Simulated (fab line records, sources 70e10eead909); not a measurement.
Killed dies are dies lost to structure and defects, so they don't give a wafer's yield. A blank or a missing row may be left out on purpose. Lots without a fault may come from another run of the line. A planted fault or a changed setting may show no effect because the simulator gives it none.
fab line records | flow nand_harc
record lots=5 wafers=15 last_day=23
route steps=1159 shown A_CONTACT@890 END@1159
lots that met no fault: from a run of the same line without faults
start_h: hours from the record's first day to the start of the lot's first wafer shown | wait_h: hours since the lot's step before | " the same as in the row above | L1.1+2: a row that stands for several wafers | - no value, or no start given | * or withheld: withheld | < > ~ a bound
route shown NAME@n: a module of which the file shows steps, and the number in the route of the first | usual: mean/standard deviation of fault-free wafers | same: alike in all rows | chamber/n: place in a boat | sites: the reading at each site | _std_site: their standard deviation | _edge_site: outer sites' mean less inner sites' | radius_mm: how far each site lies from the wafer's centre | mask NAME#n: copy n | behind: the tool/chamber that last shaped the wafer | hold: why the lot was held/for how many hours/how that ended | device: the transistor (n, p or np) that didn't switch | end of line: the same wafers' tests at the end of the route | a step without rows: its recipe alone | killed: dies lost to structure and defects at the first sort, not the wafer's yield | map: a wafer's dies, x killed, . not, _ none there
set.NAME: the setting as run; set.NAME@STEP: as run at that earlier step | model.NAME: the simulator's own value behind a step, which no gauge read
lots at some steps of the route; a table a step, a row a wafer
services: from which hour (start_h, from the record's first day; less than 0 if before it) a tool's chamber was out of use, for how many hours, and why
## steps
# step NHARC_A_CONTACT_COAT_63
# recipe spin_rpm=1500 resist_thk_nm=90
# step NHARC_A_CONTACT_SOFTBAKE_64
# recipe temp_c=105 time_s=55
# step NHARC_A_CONTACT_EBR_65
# step NHARC_A_CONTACT_EXPOSE_66
# recipe na=1.35 sigma_outer=0.8 dose_mj=59.02 mask_id=A_CC_2
# step NHARC_A_CONTACT_PEB_67
# recipe peb_temp_c=100 peb_time_s=65
# step NHARC_A_CONTACT_DEVELOP_68
# recipe develop_time_s=35 dev_temp_c=23
# step NHARC_A_CONTACT_DESCUM_74
# recipe time_s=3 o2_flow_sccm=200 ar_flow_sccm=0 bias_power_w=0 chemistry=O2
# step NHARC_A_CONTACT_ETCH_75
# recipe target_depth_a=390 over_etch_frac=0.3 time_s=65 ion_energy_ev=80 cf4_flow_sccm=150 ar_flow_sccm=0 rf_w=300 bias_w=100 chemistry=CF4
# step NHARC_A_CONTACT_ETCH_76
# recipe target_depth_a=2600 over_etch_frac=0.3 time_s=475.3 ion_energy_ev=200 n2_flow_sccm=150 h2_flow_sccm=150 ar_flow_sccm=0 rf_w=400 bias_w=150 chemistry=N2/H2
# step NHARC_A_CONTACT_ETCH_77
# recipe target_depth_a=726 time_s=36.3 cf4_flow_sccm=100 chf3_flow_sccm=30 ar_flow_sccm=0 rf_w=500 bias_w=200 chemistry=CF4/CHF3
# usual drypump_motor_current_A=5.5/0.55 oes_product_au=0.937/0.02 rf_vpp_V=370.3/1.9 showerhead_plenum_p_Torr=1.56/0.049 throttle_valve_pct=16.801/0.0093
# columns lot.wafer tool chamber start_h wait_h drypump_motor_current_A oes_product_au rf_hours_counter_h rf_vpp_V showerhead_plenum_p_Torr throttle_valve_pct
L186.4 rie_diel-02 2 375.01 - 5.4 0.986 7 369.3 1.55 16.796
L186.5 " 1 " " 5.3 0.973 - 368.4 1.55 16.802
L186.6 " 2 " " 5.3 0.982 - 368.9 1.55 16.805
L193.4 rie_diel-02 3 414.84 - 5.7 0.917 17 368.9 1.52 16.808
L193.1 " 0 " " 4.7 0.928 17 372.0 1.61 16.806
L193.2 " 1 " " 5.3 0.926 17 370.5 1.55 16.802
L195.3 rie_diel-02 0 434.02 - 4.7 0.923 20 371.7 1.61 16.811
L195.2 " 3 " " 5.7 0.925 21 369.9 1.52 16.805
L195.4 " 2 " " 5.4 0.930 - 369.3 1.55 16.807
L197.4 rie_diel-02 3 448.17 - 5.7 0.970 25 367.5 1.52 16.809
L197.1 " 0 " " 4.7 0.955 24 371.4 1.61 16.798
L197.6 " 2 " " 5.3 0.988 - 370.6 1.55 16.796
L204.3 rie_diel-11 3 475.22 - 5.4 0.937 43 367.5 1.50 16.814
L204.6 " 3 " " 5.3 0.925 - 368.2 1.50 16.788
L204.5 " 0 " " 6.1 0.919 - 369.7 1.53 16.806
# step NHARC_A_CONTACT_ETCH_78
# recipe target_depth_a=28000 over_etch_frac=0.3 time_s=728 ion_energy_ev=150 o2_flow_sccm=400 cos_flow_sccm=20 ar_flow_sccm=0 rf_w=500 bias_w=300 chemistry=O2/COS
# step NHARC_A_CONTACT_ETCH_124
# recipe source_w=withheld pressure_mtorr=20 bias_v=withheld time_s=140 target_depth_a=7000 ar_flow_sccm=withheld c4f8_flow_sccm=withheld o2_flow_sccm=withheld chemistry=C4F8/O2/Ar
# step NHARC_A_CONTACT_ETCH_125
# recipe source_w=withheld pressure_mtorr=20 bias_v=1200 time_s=155 target_depth_a=9560 ar_flow_sccm=withheld c4f8_flow_sccm=withheld o2_flow_sccm=withheld chemistry=C4F8/O2/Ar
# step NHARC_A_CONTACT_ETCH_126
# recipe source_w=withheld pressure_mtorr=20 bias_v=1200 time_s=155 target_depth_a=9560 ar_flow_sccm=withheld c4f8_flow_sccm=withheld o2_flow_sccm=withheld chemistry=C4F8/O2/Ar
# step NHARC_A_CONTACT_ETCH_127
# recipe source_w=withheld pressure_mtorr=20 bias_v=1200 time_s=155 target_depth_a=9560 ar_flow_sccm=withheld c4f8_flow_sccm=withheld o2_flow_sccm=withheld chemistry=C4F8/O2/Ar
# step NHARC_A_CONTACT_ETCH_128
# recipe source_w=withheld pressure_mtorr=20 bias_v=1200 time_s=155 target_depth_a=9560 ar_flow_sccm=withheld c4f8_flow_sccm=withheld o2_flow_sccm=withheld chemistry=C4F8/O2/Ar
# step NHARC_A_CONTACT_ETCH_129
# recipe source_w=withheld pressure_mtorr=20 bias_v=1200 time_s=155 target_depth_a=9560 ar_flow_sccm=withheld c4f8_flow_sccm=withheld o2_flow_sccm=withheld chemistry=C4F8/O2/Ar
# step NHARC_A_CONTACT_ETCH_130
# recipe source_w=withheld pressure_mtorr=20 bias_v=1200 time_s=155 target_depth_a=9560 ar_flow_sccm=withheld c4f8_flow_sccm=withheld o2_flow_sccm=withheld chemistry=C4F8/O2/Ar
# step NHARC_A_CONTACT_ETCH_131
# recipe source_w=withheld pressure_mtorr=20 bias_v=1200 time_s=155 target_depth_a=9560 ar_flow_sccm=withheld c4f8_flow_sccm=withheld o2_flow_sccm=withheld chemistry=C4F8/O2/Ar
# step NHARC_A_CONTACT_ETCH_132
# recipe source_w=withheld pressure_mtorr=20 bias_v=1200 time_s=156 target_depth_a=9580 ar_flow_sccm=withheld c4f8_flow_sccm=withheld o2_flow_sccm=withheld chemistry=C4F8/O2/Ar
# step NHARC_A_CONTACT_ETCH_133
# recipe source_w=withheld pressure_mtorr=20 bias_v=400 time_s=195 target_depth_a=8400 ar_flow_sccm=withheld c4f8_flow_sccm=11.5 o2_flow_sccm=7.2 chemistry=C4F8/O2/Ar
# step NHARC_A_CONTACT_ETCH_91
# recipe target_depth_a=400 over_etch_frac=0.5 time_s=85.7 ion_energy_ev=120 ch3f_flow_sccm=50 o2_flow_sccm=30 ar_flow_sccm=200 rf_w=500 bias_w=100 chemistry=CH3F/O2
# step NHARC_A_CONTACT_ETCH_97
# recipe target_depth_a=200 over_etch_frac=0.5 time_s=10 ion_energy_ev=250 c4f6_flow_sccm=25 o2_flow_sccm=20 ar_flow_sccm=500 rf_w=600 bias_w=500 chemistry=C4F6/O2
# step NHARC_A_CONTACT_STRIP_103
# recipe n2_flow_sccm=150 h2_flow_sccm=150 ar_flow_sccm=0 bias_w=0 chemistry=N2/H2
# step NHARC_A_CONTACT_STRIP_104
# recipe cf4_flow_sccm=100 chf3_flow_sccm=30 ar_flow_sccm=0 bias_w=0 chemistry=CF4/CHF3
# step NHARC_A_CONTACT_STRIP_105
# recipe o2_flow_sccm=400 cos_flow_sccm=20 ar_flow_sccm=0 bias_w=0 chemistry=O2/COS
# step NHARC_A_CONTACT_ETCH_106
# recipe target_depth_a=600 overetch_a=60 time_s=33 ion_energy_ev=100 cf4_flow_sccm=80 o2_flow_sccm=20 ar_flow_sccm=0 rf_w=300 bias_w=100 chemistry=CF4/O2
# step NHARC_A_CONTACT_STRIP_82
# recipe o2_flow_sccm=500 ar_flow_sccm=0 bias_w=0 chemistry=O2
# step NHARC_A_CONTACT_STRIP_83
# recipe time_s=600 temp_c=30 chemistry=post_etch_residue_remover
# step NHARC_A_CONTACT_DEP_84
# recipe target_thk_a=20000 temp_c=400 material=aC
# step NHARC_A_CONTACT_DEP_85
# recipe target_thk_a=500 target_thk_nm=50 temp_c=400 pressure_torr=3.5 flow_sccm=200 rf_w=350 material=SiON
# step NHARC_A_CONTACT_DEHYDRATE_00
# recipe temp_c=150 time_s=120
# step NHARC_A_CONTACT_HMDS_01
# recipe time_s=30
# step NHARC_A_CONTACT_COAT_86
# recipe temp_c=260 time_s=75
# step NHARC_A_CONTACT_COAT_87
# recipe temp_c=225 time_s=65
# step NHARC_A_CONTACT_COAT_02
# recipe spin_rpm=1500 resist_thk_nm=90
# step NHARC_A_CONTACT_SOFTBAKE_03
# recipe temp_c=105 time_s=55
# step NHARC_A_CONTACT_EBR_04
# step NHARC_END_SORT_01
# recipe temp_c=25
# usual killed_at_array=26/10 killed_at_other=0.5/0.87 killed_at_periphery=3.0/2.5 killed_dies=29/11 killed_open=3.3/1.9 killed_short=1.8/1.5
# same gross_dies=677
# columns lot.wafer tool chamber start_h wait_h killed_at_array killed_at_other killed_at_periphery killed_dies killed_open killed_short
L193.1 prober-01 0 482.02 2.5 80 2 2 84 4 1
L195.3 prober-01 0 492.89 3.1 83 0 0 83 3 2
L197.1 prober-01 0 511.50 2.5 81 0 2 83 2 1
# killed by level:class
L193.1 A_CONTACT:unspecified=56 A_CHANNEL_HOLE_D1:chamber_film_flake=17 A_M1:chamber_film_flake=2 P_M0:geometric_particle:open=1 A_ONON_D1:geometric_particle:open=1 A_CHANNEL_HOLE_D1:geometric_particle:open=1 A_CHANNEL_FILL_D1:geometric_particle:open=1 STARTING-WAFER:geometric_particle:short=1
L195.3 A_CONTACT:unspecified=57 A_CHANNEL_HOLE_D1:chamber_film_flake=7 A_SLIT:chamber_film_flake=7 A_STAIRCASE:chamber_film_flake=2 A_WL_FILL:geometric_particle:open=2 A_WL_FILL:chamber_film_flake=2 A_CONTACT:chamber_film_flake=2 A_ONON_D1:geometric_particle:short=1
L197.1 A_CONTACT:unspecified=62 A_SLIT:chamber_film_flake=13 A_CHANNEL_HOLE_D1:chamber_film_flake=3 P_M0:geometric_particle:open=1 A_STAIRCASE:geometric_particle:open=1 A_SGD_CUT:geometric_particle:short=1 P_STI:chamber_film_flake=1 A_STAIRCASE:chamber_film_flake=1
# map L193.1 (x killed, . not)
____________.____________
_________......._________
_______.......x..._______
______.....x.......______
_____..............._____
____.................____
____.................____
___...................___
___...................___
__.....................__
__.....................__
_......................._
_......................._
_..............x........_
_.................x....._
_............x.........._
.........................
......x..................
.........................
....................xxxx.
..................x.xxx.x
_...............xxxxxxxx_
_.................xxxxxx_
_.................xxxxxx_
_................xxxxxxx_
_..........xx.....xxxxxx_
__.............x..xxxxx__
__........xx.x....xxxxx__
___...x.....xxx....xxx___
___....x..x..........x___
____........xxx....x.____
____..........x......____
_____.....x.x......._____
______.....xx......______
_______......x...._______
_________......._________
____________.____________
# map L195.3 (x killed, . not)
____________.____________
_________......._________
_______..........._______
______.............______
_____..............._____
____.................____
____...........x.....____
___...................___
___...................___
__.....................__
__.....................__
_.....x................._
_......................._
_.x.x.x................._
_..xx.................x._
_....x.........x...x...._
.....x...................
......................x..
...x.....................
................x...xx.x.
..................xxxxxx.
_.................xxxxxx_
_.................xxxxxx_
_................xxxxxxx_
_................xxxxxxx_
_.................xxxxxx_
__...............xxxxxx__
__....x....x......xxxxx__
___xx..............xxx___
___x.x..............x.___
____xx........x......____
____x.........x.....x____
_____..............._____
______.............______
_______..........._______
_________......._________
____________.____________
## services
# columns tool chamber start_h hours kind
rie_diel-11 - 355.38 0.4 repair
rie_diel-11 1 361.75 2.5 repair
rie_diel-02 0 362.68 - clean
rie_diel-02 1 362.68 - clean
rie_diel-02 2 362.68 - clean
rie_diel-02 3 362.68 - clean
rie_diel-11 - 366.50 9.0 pm
rie_diel-02 0 387.20 - clean
rie_diel-02 1 387.20 - clean
rie_diel-02 2 387.20 - clean
rie_diel-02 3 387.20 - clean
rie_diel-02 - 406.24 0.3 repair
rie_diel-02 0 411.70 - clean
rie_diel-02 1 411.70 - clean
rie_diel-02 2 411.70 - clean
rie_diel-02 3 411.70 - clean
rie_diel-02 1 428.88 15.5 repair
rie_diel-02 0 436.20 - clean
rie_diel-02 2 436.20 - clean
rie_diel-02 3 436.20 - clean
rie_diel-02 0 460.70 - clean
rie_diel-02 1 460.70 - clean
rie_diel-02 2 460.70 - clean
rie_diel-11 2 473.71 9.0 repair
## key
first_sign step=NHARC_END_SORT_01 reading=killed_at_array direction=up sigmas=5.5 usual=26 struck=81
effect step=NHARC_END_SORT_01 reading=killed_dies direction=up sigmas=5 usual=29 struck=83
more_kills_born_at NHARC_A_CONTACT_ETCH_77@rie_diel-02=175
met_at NHARC_A_CONTACT_ETCH_77
struck_wafers L193.1,L195.3,L197.1
tester_left_out L193,L195,L197
fault kind=chamber_particle_source tool=rie_diel-02 chamber=0 onset_h=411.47 steps=NHARC_A_CONTACT_ETCH_77 rate_per_visit_cm2=0.57423 end_h=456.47
# tester_left_out: of these lots the tester's yield and bins aren't shown, on N5 and GAA mostly nor the transistor test; their killed dies are dies lost to structure and defects alone, not to doping, threshold or leakage, so they don't give the yield
